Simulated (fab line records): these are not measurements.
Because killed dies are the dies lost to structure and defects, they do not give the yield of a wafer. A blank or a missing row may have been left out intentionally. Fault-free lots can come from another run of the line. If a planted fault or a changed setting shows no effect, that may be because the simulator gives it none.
Matching of chambers | flow nandHarc | 4 sister chambers for NHARC_A_CHANNEL_FILL_D1_ALD_14 on aldHk-02
The step deposits SiO2, target thk 2.5 nm, pulse time 10 s, ald cycles 25. 14 wafers are shown with their chamber, then 7 later ones without.

WAFERS, EACH WITH ITS CHAMBER
wafer  | chamber | heaterPowerW (W) | precursorPulseHeightRel
L630.3 | 2       | 470              | 0.979
L630.5 | 3       | 485              | 1.008
L630.6 | 0       | 359              | 1.019
L641.1 | 0       | 359              | 0.980
L641.2 | 2       | 480              | 0.981
L641.4 | 3       | 490              | 0.982
L642.3 | 1       | 524              | 0.996
L642.4 | 0       | 360              | 1.017
L642.6 | 0       | 375              | 0.978
L643.2 | 1       | 533              | 1.000
L643.3 | 2       | 484              | 0.955
L643.6 | 0       | 366              | 0.997
L645.1 | 1       | 541              | 0.993
L645.2 | 3       | 517              | 1.016

SIGNATURES, as means of the wafers listed above
reading                 | chamber 0 | chamber 1 | chamber 2 | chamber 3 | scatter within a chamber
heaterPowerW            | 363.80    | 532.67    | 478.00    | 497.33    | 10.2
precursorPulseHeightRel | 0.99820   | 0.99633   | 0.97167   | 1.00200   | 0.0161
Rule: distance of a wafer from a chamber = root of the sum over the readings of ((wafer's reading minus chamber's mean) / reading's scatter) squared. The wafer belongs to the nearest chamber; if the next one is less than 2 further off, it can't be placed. The scatter: the root of (the sum of the squares of (reading less its chamber's mean) over the shown wafers, divided by (wafers less chambers)).

WAFERS WITH NO CHAMBER GIVEN
wafer  | heaterPowerW (W) | precursorPulseHeightRel
L645.3 | 356              | 0.995
L649.1 | 568              | 1.009
L649.2 | 508              | 0.987
L649.3 | 462              | 0.994
L650.1 | 511              | 0.993
L650.3 | 358              | 1.056
L650.4 | 467              | 0.972

WHICH CHAMBER EACH WENT THROUGH
wafer  | from the rows above          | in truth
L645.3 | 0                            | 0
L649.1 | 1                            | 1
L649.2 | can't be placed: 3 or 1 or 2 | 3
L649.3 | can't be placed: 2 or 3      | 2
L650.1 | can't be placed: 3 or 1      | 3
L650.3 | 0                            | 0
L650.4 | 2                            | 2
Placed correctly: 4 of 7. These rows do not allow placing 3 (true chamber among the candidates in 3). Number placed wrongly: 0.
